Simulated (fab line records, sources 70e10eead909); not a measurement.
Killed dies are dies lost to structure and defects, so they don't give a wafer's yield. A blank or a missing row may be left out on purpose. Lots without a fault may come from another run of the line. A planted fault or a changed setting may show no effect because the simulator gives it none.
Chamber matching | flow nand_harc | NHARC_P_GATE_DEP_103 on pecvd-02: 3 sister chambers
The step deposits SiON, target thk 30 nm. 6 wafers are shown with their chamber, then 8 later ones without.

WAFERS WITH THEIR CHAMBER
wafer  | chamber | heater_power_w (W)
L715.3 | 0       | 726
L715.6 | 1       | 581
L717.2 | 1       | 611
L717.3 | 2       | 749
L717.4 | 2       | 735
L722.3 | 0       | 666

WAFERS WITHOUT THEIR CHAMBER
wafer  | heater_power_w (W)
L722.5 | 652
L722.6 | 662
L733.2 | 528
L733.3 | 709
L733.6 | 547
L732.1 | 765
L732.3 | 523
L732.4 | 521

WHICH CHAMBER EACH WENT THROUGH
wafer  | from the rows above          | in truth
L722.5 | can't be placed: 0 or 1 or 2 | 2
L722.6 | can't be placed: 0 or 1 or 2 | 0
L733.2 | 1                            | 1
L733.3 | can't be placed: 0 or 2      | 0
L733.6 | 1                            | 1
L732.1 | can't be placed: 2 or 0      | 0
L732.3 | 1                            | 1
L732.4 | 1                            | 1
Placed correctly: 4 of 8. Can't be placed from these rows: 4 (the true chamber is among the candidates in 4). Placed wrongly: 0.
How it was worked out, from the rows above alone: a wafer's distance from a chamber is the root of the sum, over the readings, of the square of ((its reading less the chamber's mean) divided by the reading's scatter). The wafer belongs to the nearest chamber; if the next one is less than 2 further off, it can't be placed. A chamber's mean is the mean of its shown wafers. The scatter: the root of (the sum of the squares of (reading less its chamber's mean) over the shown wafers, divided by (wafers less chambers)).
